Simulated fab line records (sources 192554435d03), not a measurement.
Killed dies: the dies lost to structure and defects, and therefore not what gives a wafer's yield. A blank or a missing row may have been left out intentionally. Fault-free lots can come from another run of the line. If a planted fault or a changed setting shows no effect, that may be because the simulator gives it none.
fab line records ; flow n5Finfet
record lots=8; wafers=22; lastDay=19
route steps=1938 shown SD_EPI_N@277 SD_EPI_P@305 BEOL_M4@1111 PASSIVATION@1936
lots with no fault: from the same line, run without faults
startH: hours from the record's opening day to when the first of the lot's shown wafers began ; waitH: hours from the lot's prior step to this one ; " repeats the value in the row above ; L1.1+2: a single row standing in for several wafers ; - no value present, or no start provided ; * or withheld: withheld ; < > ~ a bound
route shown NAME@n: NAME is a module with steps in the file, n the number in the route of the first one ; usual: mean/standard deviation of fault-free wafers ; same: alike in all rows ; chamber/n: place in a boat ; sites: the reading at each site ; _std_site: the standard deviation of these ; _edge_site: the outer-site mean with the inner-site mean subtracted ; radiusMm: for every site, how far away it sits from the centre of the wafer ; mask NAME#n: copy n ; behind: the tool/chamber that last shaped the wafer ; hold: why the lot was held/for how many hours/how that ended ; device: the transistor (n, p or np) that didn't switch ; end of line: tests of these same wafers at the route's end ; a step without rows: its recipe alone ; killed: dies that structure and defects cost at the first sort, which is not the same as the wafer's yield ; map: dies across one wafer; x = killed, . = not, _ = none there
set.NAME: the run value of the setting; set.NAME@STEP: its run value at that earlier step ; model.NAME: the simulator's own value behind a step, which no gauge read
route steps across a sampled set of lots; one table per step, one row per wafer
services: when a tool's chamber went out of use (startH, in hours from the record's first day, below 0 if earlier), for how many hours, and the reason
## steps
# step N5_SD_EPI_N_ETCHBACK_44
# recipe chemistry=CH3F/O2; mode=anisotropicEtchback; target=SiNx; targetDepthA=145; stopOn=SiO2; overEtchFrac=0.3; ionEnergyEv=120; pressureMtorr=30; sourceW=395; biasW=73; Ar_flow_sccm=150; CH3F_flow_sccm=30; O2_flow_sccm=20
# usual O2_flow_sccm=20.00/0.059; drypumpMotorCurrentA=5.7/0.39; oesProductAu=0.67/0.076; rfVppV=296/5.4; showerheadPlenumPTorr=2.01/0.031; throttleValvePct=16.34/0.18
lot.wafer;tool;chamber;startH;waitH;O2_flow_sccm;drypumpMotorCurrentA;oesProductAu;rfHoursCounterH;rfVppV;showerheadPlenumPTorr;throttleValvePct
L539.3;rieDiel-06;3;48.82;0.0;19.99;5.8;0.66;133;290;2.00;16.34
L539.5;rieDiel-06;3;48.82;0.0;20.00;5.8;0.66;-;289;2.00;16.34
L539.6;rieDiel-06;2;48.82;0.0;19.97;6.3;0.63;-;307;1.99;16.41
L545.5;rieDiel-06;0;85.50;0.1;20.06;5.8;0.81;-;300;2.03;16.11
L545.6;rieDiel-06;3;85.50;0.1;19.90;5.8;0.65;-;289;1.99;16.37
L547.1;rieDiel-05;3;100.90;0.0;20.01;5.3;0.79;6;290;2.04;16.04
L547.2;rieDiel-05;2;100.90;0.0;20.05;5.5;0.61;191;298;1.99;16.36
L547.6;rieDiel-05;3;100.90;0.0;20.05;5.3;0.80;-;292;2.04;16.06
L549.1;rieDiel-05;2;108.90;0.0;19.90;5.5;0.61;193;299;1.99;16.38
L549.5;rieDiel-05;2;108.90;0.0;19.98;5.5;0.61;-;298;1.99;16.35
L549.6;rieDiel-05;3;108.90;0.0;19.89;5.3;0.79;-;292;2.04;16.05
L552.2;rieDiel-02;2;128.68;0.0;20.02;5.8;0.75;28;289;2.03;16.17
L552.5;rieDiel-02;1;128.68;0.0;19.93;5.0;0.61;-;296;1.99;16.46
L556.1;rieDiel-05;0;150.73;0.0;20.02;6.2;0.62;160;298;2.00;16.55
L556.4;rieDiel-05;3;150.73;0.0;20.04;5.3;0.76;21;291;2.03;16.07
L556.6;rieDiel-05;1;150.73;0.0;19.96;5.4;0.63;-;295;1.98;16.48
L560.1;rieDiel-06;0;174.01;0.0;19.95;5.8;0.76;33;301;2.02;16.17
L560.4;rieDiel-06;3;174.01;0.0;20.01;5.8;0.62;175;291;1.98;16.43
L560.6;rieDiel-06;0;174.01;0.0;20.01;5.8;0.76;-;301;2.02;16.18
L562.1;rieDiel-06;2;191.87;0.0;19.97;6.3;0.60;208;306;1.98;16.49
L562.3;rieDiel-06;3;191.87;0.0;19.97;5.8;0.62;179;288;1.98;16.42
L562.6;rieDiel-06;1;191.87;0.0;20.06;5.7;0.73;-;294;2.04;16.09
# step N5_SD_EPI_N_ETCH_45
# recipe chemistry=CH3F/O2; target=SiOCN; targetDepthA=60; maskMaterial=SOC; ionEnergyEv=60; biasW=29; pressureMtorr=15; sourceW=410; Ar_flow_sccm=150; CH3F_flow_sccm=30; O2_flow_sccm=20
# usual O2_flow_sccm=20.00/0.059; drypumpMotorCurrentA=5.7/0.39; oesProductAu=0.79/0.096; rfVppV=127.5/0.87; showerheadPlenumPTorr=2.00/0.031; throttleValvePct=23.30/0.16
lot.wafer;tool;chamber;startH;waitH;O2_flow_sccm;drypumpMotorCurrentA;oesProductAu;rfHoursCounterH;rfVppV;showerheadPlenumPTorr;throttleValvePct
L539.3;rieDiel-06;3;48.92;0.1;19.99;5.8;0.76;133;126.0;1.99;23.26
L539.5;rieDiel-06;3;48.92;0.1;19.98;5.8;0.76;-;127.7;1.99;23.23
L539.6;rieDiel-06;2;48.92;0.1;19.97;6.3;0.74;-;127.7;1.99;23.30
L545.5;rieDiel-06;0;85.60;0.1;20.01;5.8;0.97;-;128.0;2.03;23.25
L545.6;rieDiel-06;3;85.60;0.1;19.90;5.8;0.76;-;127.6;1.99;23.28
L547.1;rieDiel-05;3;101.00;0.1;19.98;5.3;0.95;6;129.2;2.03;23.10
L547.2;rieDiel-05;2;101.00;0.1;19.94;5.5;0.71;191;128.3;1.99;23.26
L547.6;rieDiel-05;3;101.00;0.1;20.01;5.3;0.95;-;128.0;2.03;23.11
L549.1;rieDiel-05;2;109.00;0.1;20.01;5.5;0.70;193;126.5;1.99;23.27
L549.5;rieDiel-05;2;109.00;0.1;19.99;5.5;0.70;-;128.2;1.99;23.27
L549.6;rieDiel-05;3;109.00;0.1;20.03;5.3;0.93;-;127.7;2.03;23.12
L552.2;rieDiel-02;2;128.78;0.1;20.13;5.8;0.88;28;127.6;2.03;23.15
L552.5;rieDiel-02;1;128.78;0.1;19.96;5.0;0.71;-;126.3;1.98;23.38
L556.1;rieDiel-05;0;150.83;0.1;20.01;6.3;0.72;160;126.8;1.99;23.54
L556.4;rieDiel-05;3;150.83;0.1;19.88;5.3;0.90;21;127.0;2.03;23.11
L556.6;rieDiel-05;1;150.83;0.1;20.05;5.4;0.74;-;126.7;1.97;23.43
L560.1;rieDiel-06;0;174.11;0.1;19.91;5.8;0.90;33;127.1;2.02;23.27
L560.4;rieDiel-06;3;174.11;0.1;20.00;5.8;0.73;175;128.6;1.98;23.30
L560.6;rieDiel-06;0;174.11;0.1;20.01;5.8;0.90;-;128.3;2.02;23.26
L562.1;rieDiel-06;2;191.97;0.1;20.01;6.3;0.70;208;128.3;1.97;23.39
L562.3;rieDiel-06;3;191.97;0.1;19.96;5.8;0.73;179;127.3;1.98;23.32
L562.6;rieDiel-06;1;191.97;0.1;19.85;5.7;0.85;-;128.9;2.03;23.05
# step N5_SD_EPI_N_PRECLEAN_48
# recipe chemistry=NF3:NH3; afsCycles=2; tempC=30; timeS=20; sublimationTempC=180; sublimationTimeS=60; pressureTorr=3; rfPowerW=30
# usual chamberPressureTorr=3.000/0.0052
lot.wafer;tool;chamber;startH;waitH;chamberPressureTorr
L539.3;epiRpcvd-04;0;49.68;0.2;3.009
L539.5;epiRpcvd-04;0;49.68;0.2;3.001
L539.6;epiRpcvd-04;0;49.68;0.2;2.997
L545.5;epiRpcvd-04;0;86.49;0.4;3.007
L545.6;epiRpcvd-04;0;86.49;0.4;3.003
L547.1;epiRpcvd-04;0;101.62;0.0;2.998
L547.2;epiRpcvd-04;0;101.62;0.0;2.995
L547.6;epiRpcvd-04;0;101.62;0.0;2.995
L549.1;epiRpcvd-04;0;109.62;0.0;3.006
L549.5;epiRpcvd-04;0;109.62;0.0;3.002
L549.6;epiRpcvd-04;0;109.62;0.0;2.992
L552.2;epiRpcvd-01;0;129.50;0.1;3.001
L552.5;epiRpcvd-01;0;129.50;0.1;2.992
L556.1;epiRpcvd-01;0;151.45;0.0;2.999
L556.4;epiRpcvd-01;0;151.45;0.0;2.989
L556.6;epiRpcvd-01;0;151.45;0.0;3.002
L560.1;epiRpcvd-01;0;174.96;0.0;2.996
L560.4;epiRpcvd-01;0;174.96;0.0;2.995
L560.6;epiRpcvd-01;0;174.96;0.0;2.993
L562.1;epiRpcvd-02;0;192.59;0.0;3.004
L562.3;epiRpcvd-02;0;192.59;0.0;2.997
L562.6;epiRpcvd-02;0;192.59;0.0;3.000
# step N5_SD_EPI_N_INSPECT_26
# recipe inspectInstrument=darkfield; mode=postEpi
# usual rawDefectCount=216/39
lot.wafer;tool;chamber;startH;waitH;rawDefectCount
L539.3;defectInspect-01;-;52.48;0.1;252
L539.5;defectInspect-01;-;52.48;0.1;307
L539.6;defectInspect-01;-;52.48;0.1;201
L545.5;defectInspect-02;-;89.86;0.0;171
L545.6;defectInspect-02;-;89.86;0.0;275
L547.1;defectInspect-02;-;104.43;0.1;791
L547.2;defectInspect-02;-;104.43;0.1;794
L547.6;defectInspect-02;-;104.43;0.1;815
L549.1;defectInspect-01;-;112.49;0.1;804
L549.5;defectInspect-01;-;112.49;0.1;714
L549.6;defectInspect-01;-;112.49;0.1;726
L552.2;defectInspect-02;-;132.25;0.1;268
L552.5;defectInspect-02;-;132.25;0.1;232
L556.1;defectInspect-01;-;154.54;0.1;289
L556.4;defectInspect-01;-;154.54;0.1;241
L556.6;defectInspect-01;-;154.54;0.1;291
L560.1;defectInspect-02;-;177.78;0.1;210
L560.4;defectInspect-02;-;177.78;0.1;178
L560.6;defectInspect-02;-;177.78;0.1;172
L562.1;defectInspect-02;-;195.40;0.1;187
L562.3;defectInspect-02;-;195.40;0.1;218
L562.6;defectInspect-02;-;195.40;0.1;280
# step N5_SD_EPI_P_INSPECT_11
# recipe mode=adi; inspectInstrument=macro
# usual rawDefectCount=2.0/1.6
lot.wafer;tool;chamber;startH;waitH;rawDefectCount
L539.3;defectInspect-02;-;52.94;0.0;4
L539.5;defectInspect-02;-;52.94;0.0;2
L539.6;defectInspect-02;-;52.94;0.0;0
L545.5;defectInspect-02;-;90.19;0.0;3
L545.6;defectInspect-02;-;90.19;0.0;3
L547.1;defectInspect-02;-;104.89;0.0;>300
L547.2;defectInspect-02;-;104.89;0.0;>300
L547.6;defectInspect-02;-;104.89;0.0;>300
L549.1;defectInspect-01;-;112.94;0.0;>300
L549.5;defectInspect-01;-;112.94;0.0;>300
L549.6;defectInspect-01;-;112.94;0.0;>300
L552.2;defectInspect-01;-;132.71;0.0;3
L552.5;defectInspect-01;-;132.71;0.0;0
L556.1;defectInspect-01;-;154.99;0.0;5
L556.4;defectInspect-01;-;154.99;0.0;2
L556.6;defectInspect-01;-;154.99;0.0;1
L560.1;defectInspect-02;-;178.11;0.0;2
L560.4;defectInspect-02;-;178.11;0.0;2
L560.6;defectInspect-02;-;178.11;0.0;6
L562.1;defectInspect-01;-;195.88;0.0;1
L562.3;defectInspect-01;-;195.88;0.0;4
L562.6;defectInspect-01;-;195.88;0.0;2
# step N5_SD_EPI_P_DESCUM_14
# recipe chemistry=O2; timeS=7.9; sourcePowerW=50; biasPowerW=20; pressureMtorr=20; rfFrequencyHz=2.712e+07; tempC=40; resist=CAR-ArF-block; o2FlowSccm=225
# usual drypumpMotorCurrentA=5.8/0.5; oesProductAu=0.76/0.056; rfVppV=243.3/1.3; showerheadPlenumPTorr=2.10/0.065; throttleValvePct=20.52/0.2
lot.wafer;tool;chamber;startH;waitH;drypumpMotorCurrentA;oesProductAu;rfHoursCounterH;rfVppV;showerheadPlenumPTorr;throttleValvePct
L539.3;rieDiel-04;2;53.11;0.2;5.2;0.72;228;242.7;2.06;20.57
L539.5;rieDiel-04;2;53.11;0.2;5.2;0.72;-;243.6;2.06;20.56
L539.6;rieDiel-04;1;53.11;0.2;6.1;0.82;-;241.4;2.02;20.68
L545.5;rieDiel-03;0;90.23;0.0;5.0;0.75;-;243.0;2.11;20.80
L545.6;rieDiel-03;3;90.23;0.0;6.4;0.89;-;242.1;2.05;20.37
L547.1;rieDiel-03;2;104.92;0.0;4.7;0.79;130;244.9;2.20;20.84
L547.2;rieDiel-03;1;104.92;0.0;6.1;0.75;173;245.8;2.19;20.66
L547.6;rieDiel-03;2;104.92;0.0;4.7;0.79;-;244.1;2.20;20.85
L549.1;rieDiel-04;1;112.98;0.0;6.1;0.81;100;243.1;2.02;20.68
L549.5;rieDiel-04;2;112.98;0.0;5.2;0.70;-;242.1;2.06;20.58
L549.6;rieDiel-04;3;112.98;0.0;6.0;0.77;-;242.7;2.08;20.46
L552.2;rieDiel-01;2;132.74;0.0;5.7;0.78;150;244.5;2.16;20.46
L552.5;rieDiel-01;3;132.74;0.0;6.2;0.76;-;243.6;2.19;20.24
L556.1;rieDiel-01;1;155.18;0.2;6.3;0.72;182;241.1;1.98;20.53
L556.4;rieDiel-01;2;155.18;0.2;5.7;0.76;157;243.8;2.16;20.46
L556.6;rieDiel-01;0;155.18;0.2;6.1;0.68;-;241.8;2.06;20.33
L560.1;rieDiel-03;3;178.15;0.0;6.4;0.87;63;241.4;2.05;20.40
L560.4;rieDiel-03;1;178.15;0.0;6.1;0.73;-;243.7;2.18;20.70
L560.6;rieDiel-03;2;178.15;0.0;4.7;0.77;-;242.8;2.19;20.88
L562.1;rieDiel-04;1;195.91;0.0;6.1;0.79;123;242.2;2.01;20.73
L562.3;rieDiel-04;3;195.91;0.0;5.9;0.75;172;241.9;2.07;20.48
L562.6;rieDiel-04;3;195.91;0.0;5.9;0.75;-;243.8;2.07;20.49
# step N5_SD_EPI_P_INSPECT_26
# recipe inspectInstrument=darkfield; mode=postEpi
# usual rawDefectCount=182/35
lot.wafer;tool;chamber;startH;waitH;rawDefectCount
L539.3;defectInspect-02;-;56.86;0.0;193
L539.5;defectInspect-02;-;56.86;0.0;248
L539.6;defectInspect-02;-;56.86;0.0;148
L545.5;defectInspect-02;-;94.30;0.2;153
L545.6;defectInspect-02;-;94.30;0.2;176
L547.1;defectInspect-02;-;109.48;0.0;756
L547.2;defectInspect-02;-;109.48;0.0;694
L547.6;defectInspect-02;-;109.48;0.0;726
L549.1;defectInspect-02;-;116.70;0.0;788
L549.5;defectInspect-02;-;116.70;0.0;684
L549.6;defectInspect-02;-;116.70;0.0;689
L552.2;defectInspect-02;-;137.30;0.0;192
L552.5;defectInspect-02;-;137.30;0.0;178
L556.1;defectInspect-01;-;158.93;0.0;269
L556.4;defectInspect-01;-;158.93;0.0;236
L556.6;defectInspect-01;-;158.93;0.0;270
L560.1;defectInspect-02;-;181.88;0.0;118
L560.4;defectInspect-02;-;181.88;0.0;150
L560.6;defectInspect-02;-;181.88;0.0;160
L562.1;defectInspect-02;-;199.67;0.0;158
L562.3;defectInspect-02;-;199.67;0.0;192
L562.6;defectInspect-02;-;199.67;0.0;237
# step N5_BEOL_M4_RC_MEAS_101
# usual DIBL_N=36.0/1.6; DIBL_P=35.8/2; IOFF_N=0.152/0.03; IOFF_P=0.20/0.031; ION_N=670/12; ION_P=459/7.4; SS_N=71.5/0.56; SS_P=73.2/0.64; VT_N=251/3.5; VT_P=-252/3.3
lot.wafer;tool;chamber;startH;waitH;DIBL_N[mV/V];DIBL_P[mV/V];IOFF_N[nA/um];IOFF_P[nA/um];ION_N[uA/um];ION_P[uA/um];SS_N[mV/dec];SS_P[mV/dec];VT_N[mV];VT_P[mV]
L539.3;prober-02;0;200.04;0.3;36.5;36.9;0.170;0.23;681;467;72.2;73.9;246;-247
L539.5;prober-02;0;200.04;0.3;36.4;36.1;0.159;0.22;664;457;72.2;73.9;251;-246
L539.6;prober-02;0;200.04;0.3;35.1;35.6;0.143;0.22;675;469;72.0;73.2;252;-246
L545.5;prober-02;0;239.46;0.6;36.8;37.0;0.170;0.20;665;449;71.2;73.4;247;-253
L545.6;prober-02;0;239.46;0.6;34.7;35.1;0.134;0.18;667;457;71.4;73.4;253;-252
L547.1;prober-01;0;245.94;0.0;34.2;33.1;0.111;0.15;654;447;71.0;71.8;257;-257
L547.2;prober-01;0;245.94;0.0;35.1;34.1;0.124;0.15;647;441;71.6;72.7;255;-255
L547.6;prober-01;0;245.94;0.0;36.6;36.1;0.150;0.18;663;451;72.1;73.1;251;-256
L549.1;prober-02;0;252.74;0.0;35.8;35.9;0.134;0.17;677;452;71.8;72.7;252;-258
L549.5;prober-02;0;252.74;0.0;35.1;35.9;0.132;0.18;669;467;71.2;72.4;252;-256
L549.6;prober-02;0;252.74;0.0;36.3;36.2;0.141;0.17;662;451;71.6;73.2;253;-258
L552.2;prober-02;0;262.26;0.2;37.8;39.2;0.176;0.22;676;456;71.8;73.7;249;-252
L552.5;prober-02;0;262.26;0.2;36.2;37.3;0.152;0.19;668;456;71.5;73.2;251;-254
L556.1;prober-02;0;291.84;0.0;36.2;34.5;0.148;0.18;684;464;71.2;72.7;248;-255
L556.4;prober-02;0;291.84;0.0;37.3;34.6;0.146;0.17;674;447;71.6;72.7;254;-255
L556.6;prober-02;0;291.84;0.0;34.6;32.2;0.120;0.16;660;449;70.6;72.4;253;-256
L560.1;prober-02;0;315.94;0.0;35.4;35.1;0.126;0.16;651;441;71.2;72.9;253;-254
L560.4;prober-02;0;315.94;0.0;35.7;37.0;0.139;0.18;671;461;71.3;73.1;253;-252
L560.6;prober-02;0;315.94;0.0;38.8;40.0;0.190;0.23;671;449;72.2;74.8;247;-251
L562.1;prober-02;0;347.34;0.0;34.3;34.4;0.129;0.17;655;454;70.4;72.7;250;-253
L562.3;prober-02;0;347.34;0.0;31.8;30.1;0.087;0.11;632;435;71.7;71.6;259;-261
L562.6;prober-02;0;347.34;0.0;33.2;32.1;0.113;0.14;658;449;71.2;72.2;255;-258
# step N5_PASSIVATION_PROBE_49
# usual defectLimitedYield=91.6/1.4; killed_at_M0_to_M3=33/10; killed_at_M4_up=13/5.3; killedAtContacts=13/5.9; killedAtFrontEnd=36/12; killedAtOther=4/3.1; killedDies=99/16; killedOnRim=13/4.2; killedOpen=65/13; killedShort=32/7.3; sort_bin_5_function=4.9/0.9; sort_bin_6_memory=3.1/0.66; sort_bin_8_speed=0.0/0.42; sortNPass=1081/17; sortYieldPct=91.6/1.4
# same grossDies=1180; killedAtBackSide=0; sort_bin_4_leakage[%]=0
lot.wafer;tool;chamber;startH;waitH;defectLimitedYield[%];killed_at_M0_to_M3;killed_at_M4_up;killedAtContacts;killedAtFrontEnd;killedAtOther;killedDies;killedOnRim;killedOpen;killedShort;sort_bin_5_function[%];sort_bin_6_memory[%];sort_bin_8_speed[%];sortNPass;sortYieldPct[%]
L547.1;prober-01;-;349.35;0.0;82.8;53;16;14;116;4;203;32;72;42;10.8;3.7;0;977;82.8
L547.2;prober-01;-;349.40;0.1;86.8;26;12;10;102;6;156;28;53;20;7.3;3.6;0;1024;86.8
L547.6;prober-01;-;349.60;0.3;84.1;41;9;8;121;9;188;30;68;28;10.0;4.2;0;992;84.1
L549.1;prober-02;-;353.36;0.0;84.8;19;22;5;127;6;179;24;56;26;9.4;4.0;0;1001;84.8
L549.5;prober-02;-;353.56;0.2;85.2;29;27;3;111;5;175;25;59;32;8.7;3.9;0;1005;85.2
L549.6;prober-02;-;353.61;0.3;84.0;46;8;12;115;8;189;35;73;34;8.8;4.1;0;991;84.0
# killed by level:class
L547.1 SD_EPI_N:unspecified=87 BEOL_M0_SAQP:geometricParticle:open=15 BEOL_M0_SAQP:geometricParticle:short=15 BEOL_M1:geometricParticle:open=14 MOL_CONTACT_COAG:geometricParticle:open=12 BEOL_M1:geometricParticle:short=6 BEOL_M4:geometricParticle:short=6 FIN_SAQP:geometricParticle:open=5
L547.2 SD_EPI_N:unspecified=81 BEOL_M0_SAQP:geometricParticle:open=7 MOL_CONTACT_COAG:geometricParticle:open=6 BEOL_M0_SAQP:geometricParticle:short=6 BEOL_M4:geometricParticle:open=6 BEOL_M2:geometricParticle:open=5 FIN_SAQP:geometricParticle:open=4 STI_FIN_REVEAL:geometricParticle:open=4
L547.6 SD_EPI_N:unspecified=83 BEOL_M0_SAQP:geometricParticle:open=10 STI_FIN_REVEAL:geometricParticle:open=8 BEOL_M0_SAQP:geometricParticle:short=8 MOL_CONTACT_COAG:geometricParticle:open=7 BEOL_M2:geometricParticle:open=6 BEOL_M3:geometricParticle:open=6 STARTING-WAFER:geometricParticle:open=5
L549.1 SD_EPI_N:unspecified=91 DUMMY_GATE:geometricParticle:open=6 STI_FIN_REVEAL:geometricParticle:open=5 BEOL_M4:geometricParticle:open=5 FIN_SAQP:geometricParticle:open=4 MOL_CONTACT_COAG:geometricParticle:open=4 BEOL_M1:geometricParticle:open=4 BEOL_M6:geometricParticle:open=4
L549.5 SD_EPI_N:unspecified=84 BEOL_M4:geometricParticle:open=14 BEOL_M0_SAQP:geometricParticle:open=7 STI_FIN_REVEAL:geometricParticle:open=6 BEOL_M0_SAQP:geometricParticle:short=6 BEOL_M4:geometricParticle:short=5 BEOL_M1:geometricParticle:open=5 BEOL_M3:geometricParticle:open=4
L549.6 SD_EPI_N:unspecified=80 BEOL_M0_SAQP:geometricParticle:short=11 STI_FIN_REVEAL:geometricParticle:open=10 MOL_CONTACT_COAG:geometricParticle:open=10 BEOL_M2:geometricParticle:open=8 BEOL_M3:geometricParticle:open=8 BEOL_M1:geometricParticle:open=7 BEOL_M0_SAQP:geometricParticle:open=6
## services
tool;chamber;startH;hours;kind
rieDiel-06;1;34.43;-;clean
rieDiel-06;1;34.43;-;consumableReplace:focusRing
rieDiel-06;1;34.43;17.1;scheduledDown
rieDiel-06;1;34.43;17.1;ventCycle
rieDiel-06;0;51.97;-;clean
rieDiel-06;0;51.97;-;consumableReplace:focusRing
rieDiel-05;-;61.93;2.8;pm
rieDiel-05;3;66.19;7.2;repair
rieDiel-06;0;67.14;4.2;repair
epiRpcvd-02;-;73.62;14.6;pm
rieDiel-02;2;98.10;16.2;repair
epiRpcvd-04;-;105.07;0.8;repair
rieDiel-04;2;115.56;19.2;repair
rieDiel-05;3;118.81;5.5;repair
rieDiel-01;3;139.01;5.3;repair
rieDiel-04;2;153.49;7.9;repair
rieDiel-02;0;153.84;5.9;repair
rieDiel-03;2;154.27;4.0;repair
rieDiel-02;1;156.34;5.9;repair
rieDiel-01;3;175.59;15.8;repair
epiRpcvd-02;-;176.04;2.6;repair
rieDiel-03;-;179.33;2.8;pm
epiRpcvd-04;-;182.66;2.5;repair
rieDiel-02;0;190.66;4.0;repair
## key
firstSign step=N5_SD_EPI_N_INSPECT_26; reading=rawDefectCount; direction=up; sigmas=14; usual=216; struck=774
effect step=N5_SD_EPI_P_INSPECT_11; reading=rawDefectCount; direction=up; sigmas=99+; usual=2.0; struck=>300
effect step=N5_SD_EPI_P_INSPECT_26; reading=rawDefectCount; direction=up; sigmas=16; usual=182; struck=723
effect step=N5_PASSIVATION_PROBE_49; reading=killedAtFrontEnd; direction=up; sigmas=6.8; usual=36; struck=115
moreKillsBornAt N5_SD_EPI_N_PRECLEAN_48@epiRpcvd-04=506
metAt N5_SD_EPI_N_PRECLEAN_48
struckLots L547,L549
notActingAt N5_SD_EPI_N_ETCHBACK_44,N5_SD_EPI_N_ETCH_45,N5_SD_EPI_P_DESCUM_14
onsetBetween 86.49 101.62
fault kind=chamberParticleSource; tool=epiRpcvd-04; chamber=-; onsetH=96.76; steps=N5_SD_EPI_N_PRECLEAN_48; ratePerVisitCm2=0.90594; endH=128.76
